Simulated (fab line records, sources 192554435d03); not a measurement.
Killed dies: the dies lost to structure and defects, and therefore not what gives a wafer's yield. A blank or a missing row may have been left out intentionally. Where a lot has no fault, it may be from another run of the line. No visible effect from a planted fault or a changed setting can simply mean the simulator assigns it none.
Split-lot experiment / flow n5 finfet / 7 lots, 21 wafers read, on a route of 1938 steps

## THE SPLIT ITSELF
At N5_DUMMY_GATE_EXPOSE_12 (exposes mask GATE, target cd 25 nm), the setting dose mj was moved away from the recipe's 34 on 4 of the 21 wafers read, by -6.2% to -2.8%. This setting was run at the recipe's value on the other wafers.

## FROM THE SPLIT TO THE READING: what the file shows between them, 2 steps
- N5_DUMMY_GATE_PEB_13: peb time 60 s
- N5_DUMMY_GATE_DEVELOP_14: develop time 30 s

## THE READING
Shown in nm: cd nm at N5_DUMMY_GATE_CD_MEAS_15, with target cd 25.8 nm. A value of 25.01 nm with a standard deviation of 0.2 nm is what fault-free wafers of this fab line usually give.

wafer=L075.3; tool, chamber at the split=euv scanner-02, 0; dose mj as run=34; against the recipe=recipe; cd nm, nm=25.16; against lot-mates on the recipe=-
wafer=L075.4; tool, chamber at the split=euv scanner-02, 0; dose mj as run=34; against the recipe=recipe; cd nm, nm=25.14; against lot-mates on the recipe=-
wafer=L075.6; tool, chamber at the split=euv scanner-02, 0; dose mj as run=34; against the recipe=recipe; cd nm, nm=24.92; against lot-mates on the recipe=-
wafer=L076.2; tool, chamber at the split=euv scanner-02, 0; dose mj as run=34; against the recipe=recipe; cd nm, nm=25.06; against lot-mates on the recipe=-
wafer=L076.3; tool, chamber at the split=euv scanner-02, 0; dose mj as run=34; against the recipe=recipe; cd nm, nm=25.09; against lot-mates on the recipe=-
wafer=L076.5; tool, chamber at the split=euv scanner-02, 0; dose mj as run=34; against the recipe=recipe; cd nm, nm=25.28; against lot-mates on the recipe=-
wafer=L078.3; tool, chamber at the split=euv scanner-01, 0; dose mj as run=32.13; against the recipe=-5.5%; cd nm, nm=26.04; against lot-mates on the recipe=+1.02
wafer=L078.4; tool, chamber at the split=euv scanner-01, 0; dose mj as run=34; against the recipe=recipe; cd nm, nm=25.02; against lot-mates on the recipe=-
wafer=L078.6; tool, chamber at the split=euv scanner-01, 0; dose mj as run=32.13; against the recipe=-5.5%; cd nm, nm=25.83; against lot-mates on the recipe=+0.81
wafer=L081.1; tool, chamber at the split=euv scanner-01, 0; dose mj as run=34; against the recipe=recipe; cd nm, nm=25.11; against lot-mates on the recipe=-
wafer=L081.2; tool, chamber at the split=euv scanner-01, 0; dose mj as run=34; against the recipe=recipe; cd nm, nm=25.12; against lot-mates on the recipe=-
wafer=L081.5; tool, chamber at the split=euv scanner-01, 0; dose mj as run=31.88; against the recipe=-6.2%; cd nm, nm=26.33; against lot-mates on the recipe=+1.21
wafer=L086.1; tool, chamber at the split=euv scanner-02, 0; dose mj as run=34; against the recipe=recipe; cd nm, nm=24.74; against lot-mates on the recipe=-
wafer=L086.2; tool, chamber at the split=euv scanner-02, 0; dose mj as run=34; against the recipe=recipe; cd nm, nm=24.78; against lot-mates on the recipe=-
wafer=L086.4; tool, chamber at the split=euv scanner-02, 0; dose mj as run=34; against the recipe=recipe; cd nm, nm=25.13; against lot-mates on the recipe=-
wafer=L087.1; tool, chamber at the split=euv scanner-02, 0; dose mj as run=34; against the recipe=recipe; cd nm, nm=24.88; against lot-mates on the recipe=-
wafer=L087.3; tool, chamber at the split=euv scanner-02, 0; dose mj as run=34; against the recipe=recipe; cd nm, nm=24.59; against lot-mates on the recipe=-
wafer=L087.4; tool, chamber at the split=euv scanner-02, 0; dose mj as run=34; against the recipe=recipe; cd nm, nm=24.99; against lot-mates on the recipe=-
wafer=L096.3; tool, chamber at the split=euv scanner-01, 0; dose mj as run=34; against the recipe=recipe; cd nm, nm=25.33; against lot-mates on the recipe=-
wafer=L096.4; tool, chamber at the split=euv scanner-01, 0; dose mj as run=33.06; against the recipe=-2.8%; cd nm, nm=25.79; against lot-mates on the recipe=+0.71
wafer=L096.5; tool, chamber at the split=euv scanner-01, 0; dose mj as run=34; against the recipe=recipe; cd nm, nm=24.83; against lot-mates on the recipe=-

FIT RESULTS
A straight line over all 21 wafers: cd nm changes by -0.191 nm for each +1% of dose mj; r = -0.90; the points scatter about the line by 0.2 nm.
The same after taking each lot's own level away (the mean of its wafers on the recipe; 21 wafers): -0.182 nm for each +1%; r = -0.93; scatter 0.15 nm.
Per that fit: largest dose mj move, reading shift of 1.1 nm.
The lots' own levels span 24.820 to 25.143 nm, that is 1.6 times the standard deviation above.
The two slopes are in agreement: the lot-to-lot level therefore moves the slope only a little.
Check: +1.1 nm against its lot-mates is what the line predicts for one of the wafers moved furthest among these (-6.2%) when that wafer is left out of the fit. It came out at +1.21 nm against them.

## THE OTHER SPLITS THESE WAFERS WENT THROUGH
Before the reading, these wafers also passed through other splits. Each is held against what the fit with the lots' levels taken away leaves over:
other split on the same wafers=N5_ZERO_LAYER_PECVD_02 time s; wafers away from the commonest value=7; r with cd nm (lot level and that fit taken away)=+0.23
other split on the same wafers=N5_ZERO_LAYER_DEVELOP_10 develop time s; wafers away from the commonest value=6; r with cd nm (lot level and that fit taken away)=+0.11
other split on the same wafers=N5_FIN_SAQP_DESCUM_21 time s; wafers away from the commonest value=6; r with cd nm (lot level and that fit taken away)=+0.04
other split on the same wafers=N5_FIN_SAQP_ETCH_64 bias w; wafers away from the commonest value=8; r with cd nm (lot level and that fit taken away)=+0.23
other split on the same wafers=N5_DUMMY_GATE_COAT_28 spin rpm; wafers away from the commonest value=5; r with cd nm (lot level and that fit taken away)=+0.09

## THE WHOLE CHAIN: every reading that the file lists as answering this split, in the file's order
step=N5_DUMMY_GATE_CD_MEAS_15; what it does=target cd 25.8 nm; reading=cd nm; change (the file's fit)=-0.19 nm for each +1% of the setting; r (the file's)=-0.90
step=N5_DUMMY_GATE_TRIM_49; what it does=chemistry O2, time 29 s, target cd 14 nm; reading=DUMMY_GATE.cd nm (the simulator's own value, which no gauge read); change (the file's fit)=-0.194 nm for each +1% of the setting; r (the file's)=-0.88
step=N5_DUMMY_GATE_ETCH_44; what it does=etches poly-Si in HBr/O2, stops on SiO2, target depth 127.5 nm; reading=DUMMY_GATE.cd nm (the simulator's own value, which no gauge read); change (the file's fit)=-0.225 nm for each +1% of the setting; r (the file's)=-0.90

## FILE'S OWN FIT
cd nm changes by -0.19 nm for each +1% of dose mj, r = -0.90.
